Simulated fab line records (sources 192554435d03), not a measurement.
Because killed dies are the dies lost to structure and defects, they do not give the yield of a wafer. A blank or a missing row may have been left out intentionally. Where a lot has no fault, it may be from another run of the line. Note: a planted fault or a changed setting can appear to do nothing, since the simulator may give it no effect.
fab line records	flow n5-finfet
record lots=7	wafers=19	last-day=17
route steps=1938 shown FIN_CUT@171 STI_FIN_REVEAL@183 PASSIVATION@1936
lots that met no fault: taken from a fault-free run of the same line
start-h: hours from the record's opening day to when the first of the lot's shown wafers began	wait-h: hours elapsed since this lot's preceding step	" as in the row above	L1.1+2: one row covering several wafers at once	- either no value or no given start	* or withheld: withheld	< > ~ a bound
route shown NAME@n: a module of which the file shows steps, and the number in the route of the first	usual: mean/standard deviation taken from wafers without a fault	same: alike in all rows	chamber/n: place in a boat	sites: each site's reading	_std_site: their standard deviation	_edge_site: the outer-site mean with the inner-site mean subtracted	radius-mm: for every site, how far away it sits from the centre of the wafer	mask NAME#n: copy n	behind: the most recent tool/chamber to have shaped the wafer	hold: why the lot went on hold/how many hours it stayed there/how the hold came to an end	device: transistor that didn't switch, given as n, p or np	end of line: tests of these same wafers at the route's end	a step given without rows: its recipe and nothing more	killed: not the wafer's yield, but the dies lost to structure and defects at the first sort	map: the dies of a wafer, with x for killed, . for not killed, _ for no die there
set.NAME: the setting that was run; set.NAME@STEP: the one run at that earlier step	model.NAME: the simulator's own value behind a step, which no gauge read
lots at selected steps of the route; one table per step, one row per wafer
services: a tool's chamber out of use, with start hour (start-h, from the record's first day; less than 0 if before it), hours out, and reason
## steps
# step N5_FIN_CUT_STRIP_31
# recipe chemistry=N2/H2	temp-c=40	n2-flow-sccm=200	h2-flow-sccm=200	rf-frequency-hz=6e+07
# step N5_FIN_CUT_STRIP_24
# recipe chemistry=CF4	resist=SiARC	power-w=300	bias-power-w=75	pressure-mtorr=50	cf4-flow-sccm=150	rf-frequency-hz=6e+07
# step N5_FIN_CUT_CUT_ETCH_26
# recipe chemistry=CH3F/O2	target=SiNx	target-depth-a=390	mask-material=SOC	time-s=55.7	pressure-mtorr=30	source-w=395	bias-w=73	Ar_flow_sccm=150	CH3F_flow_sccm=30	O2_flow_sccm=20	ion-energy-ev=120
# usual drypump-motor-current-A=5.8/0.42	oes-product-au=0.76/0.044	rf-vpp-V=298/7.1	showerhead-plenum-p-Torr=1.99/0.066	throttle-valve-pct=16.43/0.26
lot.wafer	tool	chamber	start-h	wait-h	drypump-motor-current-A	oes-product-au	rf-hours-counter-h	rf-vpp-V	showerhead-plenum-p-Torr	throttle-valve-pct
L826.2	rie-diel-03	1	34.26	0.0	5.1	0.70	186	294	1.99	16.77
L826.3	"	2	"	"	5.9	0.73	211	291	1.95	16.72
L826.5	"	3	"	"	5.2	0.78	-	283	1.93	16.43
L828.2	rie-diel-03	1	46.79	0.0	5.1	0.68	189	293	1.99	16.75
L828.3	"	0	"	"	5.3	0.77	149	300	2.08	16.59
L828.5	"	2	"	"	5.8	0.74	-	292	1.94	16.73
L834.1	rie-diel-01	2	81.38	0.0	6.1	0.78	124	300	2.08	16.04
L834.5	"	0	"	"	6.4	0.78	-	306	1.99	16.12
L834.6	"	1	"	"	5.3	0.78	-	310	1.91	16.44
L836.2	rie-diel-03	1	93.66	0.0	5.0	0.69	202	294	1.98	16.78
L836.5	"	3	"	"	5.2	0.76	-	283	1.92	16.45
L836.6	"	2	"	"	5.9	0.72	-	290	1.94	16.74
L841.4	rie-diel-02	2	124.09	0.0	5.9	0.75	133	296	2.02	16.46
L841.6	"	0	"	"	5.6	0.66	-	300	2.07	16.48
L842.2	rie-diel-01	3	130.32	0.0	6.1	0.74	181	289	1.90	16.82
L842.4	"	3	"	"	6.1	0.74	-	291	1.90	16.83
L845.3	rie-diel-01	2	147.28	0.0	6.1	0.74	146	298	2.07	16.09
L845.4	"	0	"	"	6.4	0.75	162	306	1.99	16.17
L845.6	"	0	"	"	6.4	0.76	-	306	1.99	16.15
# step N5_FIN_CUT_CUT_ETCH_27
# recipe chemistry=CHF3/O2	target=SiO2	target-depth-a=40	mask-material=SOC	overetch-a=20	time-s=4.9	pressure-mtorr=30	source-w=650	bias-w=170	Ar_flow_sccm=200	CHF3_flow_sccm=50	O2_flow_sccm=5	ion-energy-ev=200
# usual drypump-motor-current-A=5.8/0.42	oes-product-au=0.60/0.033	rf-vpp-V=525/13	showerhead-plenum-p-Torr=2.39/0.075	throttle-valve-pct=18.88/0.27
lot.wafer	tool	chamber	start-h	wait-h	drypump-motor-current-A	oes-product-au	rf-hours-counter-h	rf-vpp-V	showerhead-plenum-p-Torr	throttle-valve-pct
L826.2	rie-diel-03	1	34.30	0.0	5.1	0.56	186	515	2.39	19.19
L826.3	"	2	"	"	5.8	0.58	211	514	2.35	19.18
L826.5	"	3	"	"	5.2	0.64	-	503	2.33	18.94
L828.2	rie-diel-03	1	46.84	0.0	5.1	0.55	190	518	2.39	19.20
L828.3	"	0	"	"	5.4	0.61	149	532	2.50	19.03
L828.5	"	2	"	"	5.9	0.57	-	513	2.35	19.18
L834.1	rie-diel-01	2	81.42	0.0	6.1	0.61	124	527	2.50	18.49
L834.5	"	0	"	"	6.4	0.61	-	542	2.40	18.58
L834.6	"	1	"	"	5.3	0.61	-	544	2.30	18.85
L836.2	rie-diel-03	1	93.70	0.0	5.1	0.55	202	514	2.39	19.23
L836.5	"	3	"	"	5.2	0.62	-	502	2.33	18.97
L836.6	"	2	"	"	5.9	0.57	-	513	2.34	19.21
L841.4	rie-diel-02	2	124.13	0.0	5.9	0.60	133	519	2.42	18.92
L841.6	"	0	"	"	5.6	0.53	-	528	2.48	18.88
L842.2	rie-diel-01	3	130.37	0.0	6.1	0.58	181	511	2.30	19.28
L842.4	"	3	"	"	6.0	0.57	-	508	2.30	19.28
L845.3	rie-diel-01	2	147.32	0.0	6.1	0.60	146	526	2.49	18.51
L845.4	"	0	"	"	6.4	0.60	162	541	2.39	18.60
L845.6	"	0	"	"	6.4	0.59	-	540	2.39	18.60
# step N5_FIN_CUT_PRECLEAN_35
# recipe time-s=13.3	temp-c=45	pressure-torr=125	p-hf-torr=3	p-coreactant-torr=25	chemistry=vHF
# step N5_FIN_CUT_CUT_ETCH_15
# recipe chemistry=HBr/Cl2/O2	target=Si	target-depth-a=1000	bt-time-s=10	mask-material=SOC	time-s=42.4	ion-energy-ev=*	bias-w=*	pressure-mtorr=10	icp-w=800	HBr_flow_sccm=150	Cl2_flow_sccm=80	O2_flow_sccm=12
# usual drypump-motor-current-A=5.9/0.41	oes-product-au=1.001/0.015	throttle-valve-pct=37.2/0.4
lot.wafer	tool	chamber	start-h	wait-h	drypump-motor-current-A	oes-product-au	rf-hours-counter-h	throttle-valve-pct
L826.2	rie-si-03	3	34.45	0.1	5.3	0.976	2	37.4
L826.3	"	2	"	"	5.7	1.002	0	37.2
L826.5	"	0	"	"	5.6	0.992	-	37.3
L828.2	rie-si-03	0	46.99	0.1	5.6	0.993	166	37.3
L828.3	"	1	"	"	6.4	1.019	31	36.9
L828.5	"	3	"	"	5.3	0.972	-	37.4
L834.1	rie-si-03	3	81.57	0.1	5.3	0.971	3	37.4
L834.5	"	0	"	"	5.6	0.987	-	37.3
L834.6	"	1	"	"	6.4	1.010	-	36.9
L836.2	rie-si-05	1	93.85	0.1	6.4	1.005	69	37.7
L836.5	"	1	"	"	6.4	1.004	-	37.7
L836.6	"	3	"	"	5.6	1.023	-	36.9
L841.4	rie-si-05	2	124.28	0.0	6.3	0.985	191	37.8
L841.6	"	3	"	"	5.6	1.017	-	36.9
L842.2	rie-si-03	1	130.52	0.1	6.4	1.016	32	36.9
L842.4	"	2	"	"	5.7	1.000	2	37.2
L845.3	rie-si-06	2	147.47	0.0	5.6	0.995	38	36.9
L845.4	"	1	"	"	6.3	1.007	144	37.1
L845.6	"	0	"	"	6.0	1.013	-	36.9
# step N5_FIN_CUT_CUT_ETCH_28
# recipe chemistry=HBr/Cl2/O2	target=Si	target-depth-a=60	mask-material=SOC	time-s=2.4	ion-energy-ev=*	bias-w=*	pressure-mtorr=10	icp-w=800	HBr_flow_sccm=150	Cl2_flow_sccm=80	O2_flow_sccm=12
# usual drypump-motor-current-A=5.9/0.41	oes-product-au=1.002/0.014	throttle-valve-pct=37.2/0.4
lot.wafer	tool	chamber	start-h	wait-h	drypump-motor-current-A	oes-product-au	rf-hours-counter-h	throttle-valve-pct
L826.2	rie-si-03	3	34.50	0.0	5.3	0.970	2	37.4
L826.3	"	2	"	"	5.7	0.997	0	37.2
L826.5	"	0	"	"	5.6	0.984	-	37.3
L828.2	rie-si-03	0	47.04	0.0	5.6	1.000	166	37.3
L828.3	"	1	"	"	6.4	1.013	31	36.9
L828.5	"	3	"	"	5.3	0.973	-	37.4
L834.1	rie-si-03	3	81.63	0.0	5.3	0.978	3	37.4
L834.5	"	0	"	"	5.6	0.991	-	37.3
L834.6	"	1	"	"	6.4	1.014	-	36.9
L836.2	rie-si-05	1	93.90	0.0	6.4	1.000	69	37.7
L836.5	"	1	"	"	6.4	1.003	-	37.7
L836.6	"	3	"	"	5.6	1.012	-	36.9
L841.4	rie-si-05	2	124.34	0.0	6.3	0.981	191	37.8
L841.6	"	3	"	"	5.6	1.015	-	36.9
L842.2	rie-si-03	1	130.57	0.0	6.4	1.007	32	36.9
L842.4	"	2	"	"	5.7	1.011	2	37.2
L845.3	rie-si-06	2	147.52	0.0	5.6	1.002	38	36.9
L845.4	"	1	"	"	6.2	1.017	144	37.1
L845.6	"	0	"	"	5.9	1.014	-	36.9
# step N5_FIN_CUT_STRIP_22
# recipe chemistry=N2/H2	power-w=500	temp-c=40	pressure-mtorr=50	rf-frequency-hz=6e+07	overash-fraction=0.3	bias-power-w=8	h2-frac=0.5	n2-flow-sccm=300	h2-flow-sccm=300
# usual drypump-motor-current-A=5.7/0.43	n2-flow-sccm=300.0/0.89	oes-product-au=0.75/0.043	rf-vpp-V=54.4/2.5	showerhead-plenum-p-Torr=3.35/0.11	throttle-valve-pct=19.1/0.44
lot.wafer	tool	chamber	start-h	wait-h	drypump-motor-current-A	n2-flow-sccm	oes-product-au	rf-hours-counter-h	rf-vpp-V	showerhead-plenum-p-Torr	throttle-valve-pct
L826.2	rie-diel-03	0	34.57	0.0	5.4	300.3	0.77	146	53.6	3.53	19.2
L826.3	"	1	"	"	5.1	299.5	0.70	186	54.0	3.35	19.6
L826.5	"	0	"	"	5.4	299.9	0.76	-	49.0	3.52	19.2
L828.2	rie-diel-01	3	47.15	0.1	6.1	300.5	0.74	157	56.9	3.21	19.4
L828.3	"	0	"	"	6.4	299.1	0.76	131	56.5	3.35	18.5
L828.5	"	3	"	"	6.1	299.9	0.76	-	49.2	3.21	19.4
L834.1	rie-diel-03	2	81.69	0.0	5.9	299.2	0.70	223	51.9	3.30	19.9
L834.5	"	0	"	"	5.4	301.5	0.77	-	52.9	3.52	19.3
L834.6	"	3	"	"	5.2	299.9	0.78	-	55.2	3.23	18.9
L836.2	rie-diel-02	1	93.97	0.0	5.6	301.5	0.79	126	51.6	3.23	19.0
L836.5	"	3	"	"	5.3	300.1	0.84	-	55.6	3.39	18.4
L836.6	"	2	"	"	5.8	299.7	0.78	-	52.7	3.37	18.9
L841.4	rie-diel-03	2	124.55	0.2	5.8	299.7	0.70	239	56.0	3.29	20.0
L841.6	"	0	"	"	5.4	299.6	0.76	-	47.0	3.51	19.3
L842.2	rie-diel-01	3	130.64	0.0	6.0	299.4	0.73	182	55.3	3.20	19.4
L842.4	"	0	"	"	6.4	300.5	0.74	-	58.4	3.34	18.5
L845.3	rie-diel-02	0	147.59	0.0	5.6	299.6	0.65	247	55.5	3.46	18.9
L845.4	"	3	"	"	5.4	300.3	0.81	73	58.1	3.38	18.4
L845.6	"	1	"	"	5.6	300.4	0.78	-	58.5	3.23	19.0
# step N5_FIN_CUT_PRECLEAN_36
# recipe chemistry=O3/DIW	time-s=60	temp-c=22	o3-ppm=10
# step N5_FIN_CUT_SRD_32
# recipe dry=ipa-marangoni	time-s=30	temp-c=23	rinse-liquid=diw
# step N5_FIN_CUT_UV_OZONE_34
# recipe time-s=120	pressure-torr=760	temp-c=25
# step N5_FIN_CUT_INSPECT_17
# recipe inspect-instrument=brightfield	mode=aei
# usual raw-defect-count=219/65
lot.wafer	tool	chamber	start-h	wait-h	raw-defect-count
L826.2	defect-inspect-02	-	34.73	0.0	220
L826.3	"	-	"	"	196
L826.5	"	-	"	"	332
L828.2	defect-inspect-01	-	47.31	0.0	195
L828.3	"	-	"	"	221
L828.5	"	-	"	"	188
L834.1	defect-inspect-02	-	81.86	0.0	312
L834.5	"	-	"	"	309
L834.6	"	-	"	"	359
L836.2	defect-inspect-01	-	94.13	0.0	186
L836.5	"	-	"	"	128
L836.6	"	-	"	"	180
L841.4	defect-inspect-01	-	124.79	0.0	224
L841.6	"	-	"	"	141
L842.2	defect-inspect-01	-	130.81	0.0	192
L842.4	"	-	"	"	318
L845.3	defect-inspect-02	-	147.75	0.0	271
L845.4	"	-	"	"	259
L845.6	"	-	"	"	294
# step N5_STI_FIN_REVEAL_ALD_00
# recipe material=SiO2	target-thk-a=10	temp-c=300	ald-precursor-family=BDEAS	ald-co-reactant=O2-plasma	pulse-time-s=1	pressure-torr=2
# usual heater-power-w=477/39	precursor-pulse-height-rel=1.001/0.021
lot.wafer	tool	chamber	start-h	wait-h	heater-power-w	precursor-pulse-height-rel	model.SiO2_of_STI_FIN_REVEAL_ALD_00.thk-nm
L826.2	ald-sin-04	1	34.77	0.0	491	0.997	1
L826.3	"	2	"	"	425	0.953	1
L826.5	"	3	"	"	496	0.998	1
L828.2	ald-sin-02	1	47.35	0.0	417	0.972	1
L828.3	"	0	"	"	495	1.024	1
L828.5	"	0	"	"	512	1.008	1
L834.1	ald-sin-04	3	81.90	0.0	497	0.994	1
L834.5	"	0	"	"	485	1.040	1
L834.6	"	3	"	"	493	0.992	1
L836.2	ald-sin-02	1	95.57	1.4	435	1.034	1
L836.5	"	2	"	"	489	0.984	1
L836.6	"	3	"	"	510	1.013	1
L841.4	ald-sin-04	3	124.83	0.0	486	1.027	1
L841.6	"	1	"	"	469	1.012	1.6
L842.2	ald-sin-04	3	131.01	0.2	466	0.953	1.6
L842.4	"	2	"	"	390	0.977	1
L845.3	ald-sin-04	2	147.99	0.2	382	1.006	1
L845.4	"	0	"	"	504	1.006	1
L845.6	"	1	"	"	458	0.989	1.6
# step N5_STI_FIN_REVEAL_ALD_14
# recipe material=Si3N4	target-thk-a=30	temp-c=400	ald-precursor-family=SiH2I2	ald-co-reactant=N2/H2-plasma	pressure-torr=2
# step N5_PASSIVATION_PROBE_49
# usual killed_at_M0_to_M3=33/9.9	killed_at_M4_up=15/5.6	killed-at-contacts=13/5.7	killed-at-front-end=38/12	killed-at-other=4/3.1	killed-dies=103/17	killed-open=66/13	killed-short=32/7.8
# same gross-dies=1180	killed-at-back-side=0
lot.wafer	tool	chamber	start-h	wait-h	killed_at_M0_to_M3	killed_at_M4_up	killed-at-contacts	killed-at-front-end	killed-at-other	killed-dies	killed-open	killed-short
L828.2	prober-01	-	302.92	0.1	22	21	13	15	4	75	45	27
L828.3	prober-01	-	302.97	0.1	11	9	12	45	5	82	48	33
L828.5	prober-01	-	303.07	0.2	32	18	25	44	4	123	71	43
L841.4	prober-01	-	379.96	0.2	21	14	16	32	8	91	70	19
L841.6	prober-01	-	380.06	0.3	55	18	8	43	1	125	81	43
# killed by level:class
L828.2 MOL_CONTACT_COAG:geometric-particle:open=11 BEOL_M4:geometric-particle:open=11 BEOL_M0_SAQP:geometric-particle:open=7 BEOL_M4:geometric-particle:short=6 BEOL_M0_SAQP:geometric-particle:short=4 BEOL_M3:geometric-particle:short=4 BEOL_M8:geometric-particle:open=3 FIN_SAQP:geometric-particle:open=2
L828.3 FIN_SAQP:geometric-particle:open=9 FIN_SAQP:geometric-particle:short=9 MOL_CONTACT_COAG:geometric-particle:open=9 GATE_CUT:geometric-particle:short=6 STI_FIN_REVEAL:geometric-particle:open=5 DUMMY_GATE:geometric-particle:open=5 BEOL_M3:geometric-particle:open=4 MOL_CONTACT_COAG:geometric-particle:short=3
L828.5 MOL_CONTACT_COAG:geometric-particle:open=18 HKMG_FIN:area-etch=9 BEOL_M4:geometric-particle:open=8 FIN_SAQP:geometric-particle:short=7 MOL_CONTACT_COAG:geometric-particle:short=7 BEOL_M0_SAQP:geometric-particle:short=7 DUMMY_GATE:geometric-particle:open=6 BEOL_M1:geometric-particle:open=6
L841.4 MOL_CONTACT_COAG:geometric-particle:open=12 DUMMY_GATE:geometric-particle:open=10 STI_FIN_REVEAL:geometric-particle:open=7 BEOL_M2:geometric-particle:open=7 BEOL_M3:geometric-particle:open=6 BEOL_M5:geometric-particle:open=6 BEOL_M4:geometric-particle:open=5 MOL_CONTACT_COAG:geometric-particle:short=4
L841.6 BEOL_M2:geometric-particle:open=17 BEOL_M0_SAQP:geometric-particle:short=15 STI_FIN_REVEAL:geometric-particle:open=12 BEOL_M0_SAQP:geometric-particle:open=9 FIN_SAQP:geometric-particle:open=8 DUMMY_GATE:geometric-particle:open=7 MOL_CONTACT_COAG:geometric-particle:open=5 BEOL_M4:geometric-particle:open=5
## services
tool	chamber	start-h	hours	kind
rie-diel-01	0	16.69	6.4	repair
ald-sin-04	3	27.50	4.4	repair
ald-sin-02	-	38.49	0.8	repair
rie-si-06	1	41.83	4.6	repair
ald-sin-04	-	87.26	14.0	pm
ald-sin-04	0	87.26	14.0	vent-cycle
ald-sin-04	1	87.26	14.0	vent-cycle
ald-sin-04	2	87.26	14.0	vent-cycle
ald-sin-04	3	87.26	14.0	vent-cycle
rie-si-05	0	91.17	9.4	repair
ald-sin-04	0	101.26	-	clean
ald-sin-04	1	101.26	-	clean
ald-sin-04	2	101.26	-	clean
ald-sin-04	3	101.26	-	clean
rie-diel-03	3	101.29	10.9	repair
rie-diel-01	-	109.57	5.3	repair
rie-diel-01	1	126.45	15.1	repair
rie-si-03	2	137.33	9.0	repair
rie-diel-03	3	146.00	3.7	repair
## key
first-sign none at tools or gauges
model-effect step=N5_STI_FIN_REVEAL_ALD_00	value=SiO2_of_STI_FIN_REVEAL_ALD_00.thk-nm	without=1	struck=1.6
met-at N5_STI_FIN_REVEAL_ALD_00
struck-wafers L841.6,L842.2,L845.6
tester-left-out L841,L842,L845
onset-between 81.90 124.83
fault kind=process-parameter-drift	tool=ald-sin-04	chamber=-	onset-h=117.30	steps=N5_STI_FIN_REVEAL_ALD_00	channel=target-thk-a	offset=*	shape=step	end-h=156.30	scope=struck-wafers-only	acts-in=*	stated=*
# tester-left-out: of these lots the tester's yield and bins aren't shown, on N5 and GAA mostly nor the transistor test; their killed dies are dies lost to structure and defects alone, not to doping, threshold or leakage, so they don't give the yield
